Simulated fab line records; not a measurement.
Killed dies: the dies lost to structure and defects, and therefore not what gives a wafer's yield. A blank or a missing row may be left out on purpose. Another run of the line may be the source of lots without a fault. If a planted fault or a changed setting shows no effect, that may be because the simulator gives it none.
Matching of chambers -- flow n5_finfet -- 4 sister chambers for N5_BEOL_M2_ETCH_63 on rie_diel-04
The step etches SiARC in CF4, target depth 15.6 nm, time 26 s. 4 wafers are shown with their chamber, then 9 later ones without.

== WAFERS, EACH WITH ITS CHAMBER ==
wafer,chamber,showerhead_plenum_p_Torr (Torr)
L083.5,3,2.11
L084.3,0,2.06
L085.4,2,2.09
L085.5,1,2.17

== WAFERS WHOSE CHAMBER IS MISSING ==
wafer,showerhead_plenum_p_Torr (Torr)
L089.1,2.17
L089.2,2.09
L089.3,2.05
L093.2,2.10
L093.3,2.05
L093.4,2.17
L097.2,2.05
L097.4,2.10
L097.6,2.10

== WHICH CHAMBER EACH ONE RAN IN ==
wafer,from the rows above,in truth
L089.1,1,1
L089.2,2,2
L089.3,0,0
L093.2,can't be placed: 3 or 2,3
L093.3,0,0
L093.4,1,1
L097.2,0,0
L097.4,can't be placed: 3 or 2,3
L097.6,can't be placed: 3 or 2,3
6 of 9 placed correctly. These rows do not allow placing 3 (true chamber among the candidates in 3). 0 placed wrongly.
How it was worked out, from the rows above alone: a wafer's distance from a chamber is the root of the sum, over the readings, of the square of ((its reading less the chamber's mean) divided by the reading's scatter). If the next closest chamber is less than 2 further off than the closest, the wafer can't be placed; otherwise it belongs to the closest. The mean given for a chamber averages the wafers shown for that chamber. The scatter: with one shown wafer a chamber, the root of the mean of the squares of how far each hidden wafer lies from its nearest shown one.
